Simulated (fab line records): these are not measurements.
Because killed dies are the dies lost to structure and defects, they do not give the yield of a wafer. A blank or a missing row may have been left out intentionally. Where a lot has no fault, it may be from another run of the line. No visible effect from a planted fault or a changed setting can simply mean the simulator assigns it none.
fab line records + flow n5_finfet + part 2 of 2: steps 4 to 6 of 6
record:
- lots: 23
- wafers: 69
- last_day: 17
route steps=1938 shown BEOL_M5@1138
lots with no fault: from the same line, run without faults
start_h: the number of hours between the record's first day and the start of the first shown wafer of the lot + wait_h: hours from the lot's prior step to this one + " repeats the value in the row above + L1.1+2: a single row standing in for several wafers + - no value present, or no start provided + * or withheld: withheld + < > ~ a bound
route shown NAME@n: names a module that has steps shown in the file, with the first one's number in the route + usual: average and standard deviation across the fault-free wafers + same: alike in all rows + chamber/n: place in a boat + sites: the reading at each site + _std_site: the standard deviation of these + _edge_site: mean of outer sites minus mean of inner sites + radius_mm: for every site, how far away it sits from the centre of the wafer + mask NAME#n: copy n + behind: the most recent tool/chamber to have shaped the wafer + hold: cause of the lot's hold/its duration in hours/its outcome + device: which transistor (n, p or np) failed to switch + end of line: the same wafers' tests at the end of the route + a step with no rows: only its recipe + killed: the dies lost at the first sort to structure and to defects; this is not the yield of the wafer + map: a wafer's dies, marking killed ones x, the rest . and places with no die _
set.NAME: the run value of the setting; set.NAME@STEP: its run value at that earlier step + model.NAME: the simulator's own value behind a step, which no gauge read
route steps across a sampled set of lots; one table per step, one row per wafer
services: from which hour (start_h, from the record's first day; less than 0 if before it) a tool's chamber was out of use, for how many hours, and why
== steps ==
step: N5_BEOL_M5_ETCH_67
recipe:
- chemistry: CF4
- target: SiARC
- target_depth_a: 156
- mask_material: CAR-EUV
- time_s: 26
- ion_energy_ev: 80
- pressure_mtorr: 40
- source_w: 545
- bias_w: 36
- Ar_flow_sccm: 100
- cf4_flow_sccm: 100
- ends: cleared
usual:
- drypump_motor_current_A: 5.9/0.45
- etch_rf_on_time_s: 26.1/0.47
- oes_product_au: 0.69/0.069
- rf_vpp_V: 184.3/1.3
- showerhead_plenum_p_Torr: 2.16/0.082
- throttle_valve_pct: 15.59/0.23
| lot.wafer | tool        | chamber | start_h | wait_h | drypump_motor_current_A | etch_rf_on_time_s | oes_product_au | rf_hours_counter_h | rf_vpp_V | showerhead_plenum_p_Torr | throttle_valve_pct |
|-----------|-------------|---------|---------|--------|-------------------------|-------------------|----------------|--------------------|----------|--------------------------|--------------------|
| L074.3    | rie_diel-03 | 1       | 160.23  | 0.0    | 6.0                     | 26.1              | 0.63           | 158                | 184.5    | 2.23                     | 15.82              |
| L074.4    | "           | 3       | "       | "      | 5.3                     | 26.4              | 0.57           | 244                | 184.3    | 2.11                     | 16.03              |
| L074.5    | "           | 0       | "       | "      | 6.7                     | 25.7              | 0.78           | -                  | 184.2    | 2.11                     | 15.47              |
| L075.2    | rie_diel-03 | 0       | 180.89  | 0.0    | 6.7                     | 26.1              | 0.76           | 21                 | 184.9    | 2.11                     | 15.47              |
| L075.3    | "           | 2       | "       | "      | 5.3                     | 26.4              | 0.65           | 146                | 181.4    | 2.06                     | 15.70              |
| L075.5    | "           | 2       | "       | "      | 5.3                     | 26.3              | 0.64           | -                  | 183.6    | 2.06                     | 15.70              |
| L076.2    | rie_diel-03 | 1       | 184.85  | 0.0    | 5.9                     | 26.3              | 0.63           | 167                | 185.6    | 2.22                     | 15.83              |
| L076.4    | "           | 2       | "       | "      | 5.3                     | 26.4              | 0.64           | -                  | 181.9    | 2.06                     | 15.70              |
| L076.6    | "           | 1       | "       | "      | 5.9                     | 26.6              | 0.63           | -                  | 184.9    | 2.22                     | 15.81              |
| L077.2    | rie_diel-02 | 1       | 188.10  | 0.0    | 6.3                     | 26.3              | 0.63           | 154                | 184.9    | 2.23                     | 15.37              |
| L077.4    | "           | 0       | "       | "      | 6.0                     | 26.4              | 0.70           | 76                 | 185.7    | 2.25                     | 15.28              |
| L077.5    | "           | 0       | "       | "      | 6.0                     | 26.4              | 0.70           | -                  | 183.8    | 2.25                     | 15.30              |
| L078.3    | rie_diel-03 | 1       | 191.14  | 0.0    | 6.0                     | 26.7              | 0.63           | 171                | 185.6    | 2.22                     | 15.84              |
| L078.4    | "           | 1       | "       | "      | 6.0                     | 26.3              | 0.63           | -                  | 184.9    | 2.22                     | 15.83              |
| L078.5    | "           | 2       | "       | "      | 5.3                     | 26.6              | 0.64           | -                  | 183.2    | 2.06                     | 15.71              |
| L079.1    | rie_diel-06 | 2       | 199.90  | 0.0    | 5.2                     | 26.5              | 0.73           | 44                 | 185.4    | 2.18                     | 15.48              |
| L079.2    | "           | 0       | "       | "      | 5.9                     | 26.7              | 0.57           | 242                | 183.5    | 2.11                     | 15.81              |
| L079.6    | "           | 2       | "       | "      | 5.2                     | 26.5              | 0.74           | -                  | 183.7    | 2.18                     | 15.46              |
| L082.1    | rie_diel-02 | 1       | 210.42  | 0.0    | 6.2                     | 26.4              | 0.63           | 161                | 183.7    | 2.23                     | 15.38              |
| L082.3    | "           | 3       | "       | "      | 5.6                     | 25.4              | 0.80           | 19                 | 186.7    | 2.28                     | 15.39              |
| L082.6    | "           | 3       | "       | "      | 5.6                     | 25.3              | 0.79           | -                  | 186.7    | 2.28                     | 15.43              |
| L081.2    | rie_diel-03 | 3       | 216.10  | 0.0    | 5.4                     | 25.5              | 0.81           | 5                  | 183.8    | 2.11                     | 15.54              |
| L081.3    | "           | 1       | "       | "      | 5.9                     | 26.5              | 0.62           | 178                | 184.8    | 2.22                     | 15.87              |
| L081.4    | "           | 0       | "       | "      | 6.6                     | 26.0              | 0.74           | 34                 | 183.7    | 2.10                     | 15.51              |
| L083.2    | rie_diel-02 | 3       | 218.84  | 0.0    | 5.5                     | 25.3              | 0.79           | 21                 | 187.2    | 2.28                     | 15.43              |
| L083.3    | "           | 2       | "       | "      | 6.2                     | 26.5              | 0.63           | 201                | 182.3    | 2.04                     | 16.01              |
| L083.6    | "           | 0       | "       | "      | 6.0                     | 26.3              | 0.71           | -                  | 185.7    | 2.25                     | 15.30              |
| L084.2    | rie_diel-02 | 1       | 230.04  | 0.0    | 6.2                     | 25.9              | 0.62           | 169                | 186.5    | 2.22                     | 15.40              |
| L084.3    | "           | 0       | "       | "      | 6.0                     | 26.0              | 0.70           | 87                 | 185.7    | 2.25                     | 15.32              |
| L084.6    | "           | 0       | "       | "      | 6.0                     | 25.9              | 0.70           | -                  | 185.8    | 2.25                     | 15.33              |
| L085.1    | rie_diel-03 | 2       | 231.77  | 0.0    | 5.3                     | 26.3              | 0.63           | 163                | 182.8    | 2.06                     | 15.73              |
| L085.4    | "           | 1       | "       | "      | 5.9                     | 26.2              | 0.63           | 183                | 186.0    | 2.22                     | 15.86              |
| L085.5    | "           | 1       | "       | "      | 5.9                     | 26.1              | 0.62           | -                  | 186.6    | 2.22                     | 15.87              |
| L087.3    | rie_diel-03 | 2       | 246.75  | 0.0    | 5.3                     | 26.5              | 0.64           | 168                | 182.1    | 2.05                     | 15.72              |
| L087.4    | "           | 1       | "       | "      | 5.9                     | 26.3              | 0.62           | 187                | 186.4    | 2.22                     | 15.87              |
| L087.6    | "           | 3       | "       | "      | 5.3                     | 25.5              | 0.79           | -                  | 184.2    | 2.11                     | 15.58              |
| L086.4    | rie_diel-02 | 1       | 252.66  | 0.0    | 6.2                     | 26.1              | 0.62           | 176                | 183.1    | 2.22                     | 15.42              |
| L086.5    | "           | 3       | "       | "      | 5.6                     | 24.9              | 0.77           | -                  | 183.4    | 2.27                     | 15.46              |
| L086.6    | "           | 0       | "       | "      | 6.1                     | 25.8              | 0.69           | -                  | 185.8    | 2.25                     | 15.33              |
| L089.1    | rie_diel-02 | 0       | 253.48  | 0.0    | 6.1                     | 26.2              | 0.69           | 95                 | 184.7    | 2.25                     | 15.31              |
| L089.2    | "           | 3       | "       | "      | 5.5                     | 24.9              | 0.78           | 34                 | 185.2    | 2.27                     | 15.45              |
| L089.4    | "           | 2       | "       | "      | 6.2                     | 26.5              | 0.62           | 211                | 183.3    | 2.04                     | 16.01              |
| L088.1    | rie_diel-06 | 2       | 260.57  | 0.0    | 5.2                     | 26.5              | 0.72           | 64                 | 184.2    | 2.17                     | 15.52              |
| L088.4    | "           | 2       | "       | "      | 5.2                     | 26.6              | 0.72           | -                  | 184.6    | 2.17                     | 15.53              |
| L088.6    | "           | 2       | "       | "      | 5.2                     | 26.4              | 0.71           | -                  | 184.6    | 2.17                     | 15.52              |
| L090.2    | rie_diel-02 | 2       | 262.06  | 0.0    | 6.2                     | 26.2              | 0.62           | 214                | 183.0    | 2.04                     | 16.02              |
| L090.3    | "           | 1       | "       | "      | 6.2                     | 26.1              | 0.62           | 180                | 184.8    | 2.22                     | 15.42              |
| L090.5    | "           | 1       | "       | "      | 6.2                     | 26.4              | 0.62           | -                  | 184.8    | 2.22                     | 15.40              |
| L091.1    | rie_diel-02 | 0       | 274.17  | 0.0    | 6.0                     | 26.5              | 0.68           | 102                | 185.0    | 2.24                     | 15.34              |
| L091.3    | "           | 3       | "       | "      | 5.6                     | 25.1              | 0.77           | 41                 | 185.1    | 2.27                     | 15.47              |
| L091.6    | "           | 2       | "       | "      | 6.2                     | 26.4              | 0.61           | -                  | 182.4    | 2.04                     | 16.02              |
| L092.3    | rie_diel-03 | 2       | 279.90  | 0.0    | 5.3                     | 26.8              | 0.62           | 176                | 183.3    | 2.05                     | 15.76              |
| L092.5    | "           | 1       | "       | "      | 5.9                     | 26.7              | 0.61           | -                  | 185.4    | 2.21                     | 15.90              |
| L092.6    | "           | 2       | "       | "      | 5.3                     | 26.6              | 0.62           | -                  | 180.9    | 2.05                     | 15.75              |
| L093.2    | rie_diel-06 | 1       | 283.51  | 0.0    | 6.1                     | 25.7              | 0.75           | 45                 | 183.6    | 2.18                     | 15.34              |
| L093.4    | "           | 0       | "       | "      | 5.9                     | 25.8              | 0.82           | 9                  | 184.0    | 2.10                     | 15.35              |
| L093.6    | "           | 2       | "       | "      | 5.2                     | 26.2              | 0.71           | -                  | 184.7    | 2.17                     | 15.54              |
| L094.1    | rie_diel-03 | 3       | 283.68  | 0.0    | 5.3                     | 25.7              | 0.76           | 25                 | 184.3    | 2.10                     | 15.58              |
| L094.5    | "           | 2       | "       | "      | 5.3                     | 27.0              | 0.62           | -                  | 184.1    | 2.05                     | 15.75              |
| L094.6    | "           | 3       | "       | "      | 5.3                     | 26.0              | 0.77           | -                  | 183.1    | 2.10                     | 15.58              |
| L095.2    | rie_diel-02 | 1       | 289.63  | 0.0    | 6.2                     | 26.5              | 0.60           | 188                | 185.5    | 2.22                     | 15.42              |
| L095.4    | "           | 2       | "       | "      | 6.2                     | 26.3              | 0.62           | 223                | 181.6    | 2.04                     | 16.04              |
| L095.6    | "           | 0       | "       | "      | 6.0                     | 26.1              | 0.68           | -                  | 185.2    | 2.24                     | 15.35              |
| L096.1    | rie_diel-02 | 2       | 300.68  | 0.0    | 6.2                     | 26.6              | 0.61           | 225                | 183.2    | 2.04                     | 16.04              |
| L096.2    | "           | 1       | "       | "      | 6.3                     | 26.5              | 0.61           | 190                | 185.4    | 2.22                     | 15.44              |
| L096.6    | "           | 1       | "       | "      | 6.2                     | 26.2              | 0.61           | -                  | 184.7    | 2.22                     | 15.43              |
| L097.2    | rie_diel-03 | 2       | 314.19  | 0.0    | 5.3                     | 26.7              | 0.62           | 186                | 181.7    | 2.05                     | 15.78              |
| L097.3    | "           | 3       | "       | "      | 5.3                     | 25.8              | 0.74           | 34                 | 182.7    | 2.10                     | 15.61              |
| L097.5    | "           | 3       | "       | "      | 5.3                     | 25.6              | 0.75           | -                  | 183.6    | 2.10                     | 15.63              |
step: N5_BEOL_M5_SPUTTER_81
recipe:
- material: Cu
- target_thk_a: 150
- temp_c: -20
- chamber_pressure_pa: 0.07
- power_w: withheld
- time_s: 27.62
usual:
- throttle_valve_pct: 29.7/1.4
| lot.wafer | tool           | chamber | start_h | wait_h | throttle_valve_pct |
|-----------|----------------|---------|---------|--------|--------------------|
| L074.3    | pvd_sputter-02 | -       | 165.28  | 0.5    | 29.7               |
| L074.4    | "              | -       | "       | "      | 31.0               |
| L074.5    | "              | -       | "       | "      | 29.5               |
| L075.2    | pvd_sputter-01 | -       | 184.03  | 0.5    | 27.5               |
| L075.3    | "              | -       | "       | "      | 30.4               |
| L075.5    | "              | -       | "       | "      | 27.4               |
| L076.2    | pvd_sputter-02 | -       | 187.81  | 0.5    | 30.9               |
| L076.4    | "              | -       | "       | "      | 29.5               |
| L076.6    | "              | -       | "       | "      | 29.3               |
| L077.2    | pvd_sputter-03 | -       | 192.65  | 0.5    | 30.9               |
| L077.4    | "              | -       | "       | "      | 30.8               |
| L077.5    | "              | -       | "       | "      | 31.0               |
| L078.3    | pvd_sputter-01 | -       | 195.82  | 0.5    | 27.6               |
| L078.4    | "              | -       | "       | "      | 29.7               |
| L078.5    | "              | -       | "       | "      | 30.4               |
| L079.1    | pvd_sputter-02 | -       | 202.47  | 0.5    | 29.7               |
| L079.2    | "              | -       | "       | "      | 31.1               |
| L079.6    | "              | -       | "       | "      | 29.7               |
| L082.1    | pvd_sputter-01 | -       | 213.25  | 0.5    | 27.0               |
| L082.3    | "              | -       | "       | "      | 27.8               |
| L082.6    | "              | -       | "       | "      | 27.6               |
| L081.2    | pvd_sputter-03 | -       | 219.10  | 0.5    | 31.1               |
| L081.3    | "              | -       | "       | "      | 29.1               |
| L081.4    | "              | -       | "       | "      | 31.2               |
| L083.2    | pvd_sputter-02 | -       | 222.46  | 0.5    | 30.5               |
| L083.3    | "              | -       | "       | "      | 30.7               |
| L083.6    | "              | -       | "       | "      | 29.5               |
| L084.2    | pvd_sputter-03 | -       | 233.13  | 0.5    | 29.5               |
| L084.3    | "              | -       | "       | "      | 31.4               |
| L084.6    | "              | -       | "       | "      | 30.5               |
| L085.1    | pvd_sputter-01 | -       | 235.02  | 0.5    | 27.5               |
| L085.4    | "              | -       | "       | "      | 30.0               |
| L085.5    | "              | -       | "       | "      | 26.8               |
| L087.3    | pvd_sputter-01 | -       | 249.60  | 0.5    | 26.5               |
| L087.4    | "              | -       | "       | "      | 29.6               |
| L087.6    | "              | -       | "       | "      | 27.7               |
| L086.4    | pvd_sputter-02 | -       | 255.50  | 0.5    | 31.1               |
| L086.5    | "              | -       | "       | "      | 30.7               |
| L086.6    | "              | -       | "       | "      | 29.6               |
| L089.1    | pvd_sputter-01 | -       | 256.83  | 0.5    | 27.6               |
| L089.2    | "              | -       | "       | "      | 29.9               |
| L089.4    | "              | -       | "       | "      | 30.4               |
| L088.1    | pvd_sputter-01 | -       | 263.83  | 0.5    | 29.6               |
| L088.4    | "              | -       | "       | "      | 27.5               |
| L088.6    | "              | -       | "       | "      | 27.9               |
| L090.2    | pvd_sputter-02 | -       | 264.91  | 0.5    | 30.6               |
| L090.3    | "              | -       | "       | "      | 29.6               |
| L090.5    | "              | -       | "       | "      | 30.9               |
| L091.1    | pvd_sputter-03 | -       | 277.30  | 0.5    | 30.9               |
| L091.3    | "              | -       | "       | "      | 29.0               |
| L091.6    | "              | -       | "       | "      | 29.2               |
| L092.3    | pvd_sputter-01 | -       | 282.94  | 0.6    | 26.8               |
| L092.5    | "              | -       | "       | "      | 26.5               |
| L092.6    | "              | -       | "       | "      | 30.3               |
| L093.2    | pvd_sputter-02 | -       | 286.63  | 0.5    | 29.4               |
| L093.4    | "              | -       | "       | "      | 30.6               |
| L093.6    | "              | -       | "       | "      | 29.4               |
| L094.1    | pvd_sputter-03 | -       | 286.97  | 0.5    | 29.2               |
| L094.5    | "              | -       | "       | "      | 31.2               |
| L094.6    | "              | -       | "       | "      | 31.5               |
| L095.2    | pvd_sputter-02 | -       | 295.80  | 2.9    | 29.2               |
| L095.4    | "              | -       | "       | "      | 29.5               |
| L095.6    | "              | -       | "       | "      | 30.6               |
| L096.1    | pvd_sputter-01 | -       | 303.21  | 0.5    | 29.6               |
| L096.2    | "              | -       | "       | "      | 30.5               |
| L096.6    | "              | -       | "       | "      | 30.2               |
| L097.2    | pvd_sputter-02 | -       | 318.10  | 0.5    | 29.6               |
| L097.3    | "              | -       | "       | "      | 29.4               |
| L097.5    | "              | -       | "       | "      | 30.6               |
step: N5_BEOL_M5_CMP_52
recipe:
- stop_on: SiCOH_lowk
- t_overpolish_s: 6.9
- down_force_psi: 1
- platen_rpm: 50
- clearing_platen_down_force_psi: 1.5
- clearing_platen_rpm: 50
- post_cmp_clean: cu_alkaline
- target_thk_nm: 62
- clearing_platen_pad_velocity_m_s: 0.99484
- pad_velocity_m_s: 0.99484
usual:
- barrier_field_endpoint_s: 24.7/0.6
- motor_current_A: 6.4/0.67
- overpolish_run_s: 6.900/0.0095
- time_to_endpoint_s: 63.3/2.8
| lot.wafer | tool   | chamber | start_h | wait_h | barrier_field_endpoint_s | motor_current_A | overpolish_run_s | time_to_endpoint_s |
|-----------|--------|---------|---------|--------|--------------------------|-----------------|------------------|--------------------|
| L074.4    | cmp-02 | 0       | 169.07  | 0.2    | 25.8                     | 6.3             | 6.891            | 70.3               |
| L074.3    | "      | 2       | "       | "      | 24.7                     | 5.4             | 6.908            | 67.9               |
| L074.5    | "      | 3       | "       | "      | 25.4                     | 6.1             | 6.899            | 70.2               |
| L075.3    | cmp-03 | 2       | 187.81  | 0.2    | 24.1                     | 6.6             | 6.897            | 61.3               |
| L075.2    | "      | 3       | "       | "      | 23.8                     | 6.9             | 6.904            | 57.7               |
| L075.5    | "      | 3       | "       | "      | 24.3                     | 6.9             | 6.883            | 61.7               |
| L076.2    | cmp-03 | 3       | 191.73  | 0.3    | 24.4                     | 6.7             | 6.898            | 64.2               |
| L076.4    | "      | 0       | "       | "      | 25.0                     | 5.8             | 6.895            | 61.6               |
| L076.6    | "      | 2       | "       | "      | 25.0                     | 6.4             | 6.905            | 61.1               |
| L077.2    | cmp-01 | 1       | 196.41  | 0.2    | 25.4                     | 7.8             | 6.908            | 66.0               |
| L077.4    | "      | 0       | "       | "      | 25.7                     | 6.2             | 6.910            | 68.7               |
| L077.5    | "      | 2       | "       | "      | 24.9                     | 6.4             | 6.911            | 63.2               |
| L078.4    | cmp-01 | 0       | 199.58  | 0.1    | 25.1                     | 6.8             | 6.903            | 64.9               |
| L078.3    | "      | 2       | "       | "      | 25.5                     | 6.6             | 6.913            | 66.0               |
| L078.5    | "      | 1       | "       | "      | 24.7                     | 8.0             | 6.890            | 63.7               |
| L079.2    | cmp-01 | 1       | 206.34  | 0.2    | 25.6                     | 7.7             | 6.912            | 62.6               |
| L079.1    | "      | 3       | "       | "      | 24.2                     | 5.7             | 6.896            | 60.4               |
| L079.6    | "      | 1       | "       | "      | 25.2                     | 7.6             | 6.902            | 60.0               |
| L082.3    | cmp-01 | 0       | 217.19  | 0.2    | 23.7                     | 6.2             | 6.892            | 60.7               |
| L082.1    | "      | 1       | "       | "      | 23.9                     | 8.0             | 6.894            | 59.8               |
| L082.6    | "      | 0       | "       | "      | 24.1                     | 6.6             | 6.890            | 64.3               |
| L081.4    | cmp-02 | 2       | 223.03  | 0.1    | 24.2                     | 5.1             | 6.911            | 64.4               |
| L081.2    | "      | 0       | "       | "      | 24.1                     | 6.9             | 6.901            | 64.5               |
| L081.3    | "      | 1       | "       | "      | 24.1                     | 6.3             | 6.899            | 63.4               |
| L083.3    | cmp-03 | 2       | 226.30  | 0.2    | 24.7                     | 6.0             | 6.905            | 65.7               |
| L083.2    | "      | 3       | "       | "      | 24.7                     | 7.0             | 6.889            | 64.9               |
| L083.6    | "      | 1       | "       | "      | 25.8                     | 6.1             | 6.905            | 64.5               |
| L084.3    | cmp-01 | 2       | 236.93  | 0.2    | 23.8                     | 6.3             | 6.907            | 63.7               |
| L084.2    | "      | 0       | "       | "      | 24.0                     | 6.7             | 6.892            | 64.7               |
| L084.6    | "      | 1       | "       | "      | 24.3                     | 7.7             | 6.899            | 62.4               |
| L085.4    | cmp-01 | 1       | 238.86  | 0.2    | 24.7                     | 7.8             | 6.896            | 60.6               |
| L085.1    | "      | 2       | "       | "      | 24.9                     | 6.2             | 6.906            | 64.6               |
| L085.5    | "      | 3       | "       | "      | 24.9                     | 5.5             | 6.899            | 61.0               |
| L087.3    | cmp-01 | 2       | 253.40  | 0.2    | 24.6                     | 6.3             | 6.896            | 63.7               |
| L087.4    | "      | 0       | "       | "      | 24.8                     | 6.7             | 6.901            | 64.7               |
| L087.6    | "      | 2       | "       | "      | 24.4                     | 6.5             | 6.887            | 62.7               |
| L086.4    | cmp-03 | 0       | 259.38  | 0.2    | 24.7                     | 6.2             | 6.912            | 62.1               |
| L086.6    | "      | 1       | "       | "      | 25.0                     | 6.4             | 6.917            | 61.6               |
| L086.5    | "      | 2       | "       | "      | 25.2                     | 6.0             | 6.908            | 65.3               |
| L089.1    | cmp-03 | 3       | 260.62  | 0.3    | 24.3                     | 6.7             | 6.911            | 67.1               |
| L089.2    | "      | 0       | "       | "      | 24.3                     | 6.0             | 6.876            | 64.4               |
| L089.4    | "      | 1       | "       | "      | 24.6                     | 6.2             | 6.888            | 65.0               |
| L088.1    | cmp-03 | 1       | 267.59  | 0.3    | 24.6                     | 5.9             | 6.903            | 64.3               |
| L088.4    | "      | 2       | "       | "      | 24.9                     | 6.4             | 6.894            | 61.5               |
| L088.6    | "      | 2       | "       | "      | 24.2                     | 6.0             | 6.908            | 61.3               |
| L090.2    | cmp-01 | 2       | 268.67  | 0.2    | 25.0                     | 6.3             | 6.903            | 60.3               |
| L090.3    | "      | 3       | "       | "      | 25.1                     | 6.0             | 6.898            | 61.7               |
| L090.5    | "      | 3       | "       | "      | 25.8                     | 5.3             | 6.904            | 61.1               |
| L091.1    | cmp-03 | 2       | 281.60  | 0.3    | 24.2                     | 6.2             | 6.908            | 61.9               |
| L091.3    | "      | 3       | "       | "      | 25.1                     | 6.7             | 6.895            | 67.5               |
| L091.6    | "      | 1       | "       | "      | 25.0                     | 5.7             | 6.897            | 66.0               |
| L092.3    | cmp-02 | 1       | 287.11  | 0.2    | 25.0                     | 6.3             | 6.909            | 62.1               |
| L092.6    | "      | 1       | "       | "      | 24.6                     | 6.4             | 6.886            | 61.5               |
| L092.5    | "      | 2       | "       | "      | 24.6                     | 5.3             | 6.874            | 62.1               |
| L093.2    | cmp-01 | 3       | 290.39  | 0.2    | 24.5                     | 5.6             | 6.903            | 59.9               |
| L093.4    | "      | 0       | "       | "      | 25.2                     | 6.1             | 6.884            | 62.0               |
| L093.6    | "      | 3       | "       | "      | 24.4                     | 5.5             | 6.908            | 57.0               |
| L094.1    | cmp-02 | 2       | 290.84  | 0.4    | 24.8                     | 5.5             | 6.886            | 63.3               |
| L094.6    | "      | 3       | "       | "      | 25.2                     | 6.5             | 6.907            | 60.2               |
| L094.5    | "      | 0       | "       | "      | 25.3                     | 6.8             | 6.904            | 60.7               |
| L095.2    | cmp-01 | 0       | 299.64  | 0.3    | 24.4                     | 6.5             | 6.880            | 62.2               |
| L095.4    | "      | 1       | "       | "      | 25.1                     | 8.4             | 6.912            | 60.9               |
| L095.6    | "      | 2       | "       | "      | 24.0                     | 6.8             | 6.898            | 57.7               |
| L096.1    | cmp-02 | 2       | 307.26  | 0.3    | 24.0                     | 5.5             | 6.895            | 59.0               |
| L096.2    | "      | 3       | "       | "      | 23.8                     | 6.0             | 6.904            | 65.1               |
| L096.6    | "      | 1       | "       | "      | 23.9                     | 6.1             | 6.891            | 62.4               |
| L097.3    | cmp-03 | 1       | 321.90  | 0.2    | 24.9                     | 6.0             | 6.886            | 64.1               |
| L097.2    | "      | 2       | "       | "      | 24.9                     | 6.2             | 6.885            | 64.0               |
| L097.5    | "      | 1       | "       | "      | 25.3                     | 6.0             | 6.901            | 63.6               |
== services ==
| tool        | chamber | start_h | hours | kind                          |
|-------------|---------|---------|-------|-------------------------------|
| cmp-03      | -       | 142.93  | 1.2   | repair                        |
| rie_diel-02 | 3       | 153.75  | 1.5   | repair                        |
| cmp-01      | -       | 160.18  | 2.3   | repair                        |
| cmp-03      | -       | 164.27  | 0.9   | repair                        |
| rie_diel-03 | 3       | 164.52  | 1.7   | repair                        |
| cmp-03      | -       | 175.11  | 3.4   | pm                            |
| rie_diel-06 | -       | 179.18  | 14.6  | pm                            |
| rie_diel-03 | 3       | 179.37  | -     | clean                         |
| rie_diel-03 | 3       | 179.37  | -     | consumable_replace:focus_ring |
| rie_diel-03 | 3       | 179.37  | 16.3  | scheduled_down                |
| cmp-03      | -       | 195.42  | 1.8   | repair                        |
| rie_diel-02 | 0       | 201.01  | 9.1   | repair                        |
| rie_diel-02 | 2       | 223.76  | 6.1   | repair                        |
| cmp-02      | -       | 227.66  | 5.5   | pm                            |
| cmp-01      | -       | 227.77  | 4.0   | pm                            |
| rie_diel-02 | 2       | 237.18  | 4.4   | repair                        |
| cmp-03      | -       | 238.32  | 4.0   | pm                            |
| rie_diel-06 | 2       | 241.17  | 1.2   | repair                        |
| cmp-01      | -       | 250.96  | 2.1   | repair                        |
| rie_diel-06 | 3       | 259.63  | 4.8   | repair                        |
| cmp-01      | -       | 284.67  | 1.1   | repair                        |
| rie_diel-06 | -       | 298.79  | 0.8   | repair                        |
| cmp-03      | -       | 305.80  | 0.5   | repair                        |
| cmp-01      | -       | 321.16  | 13.0  | pm                            |
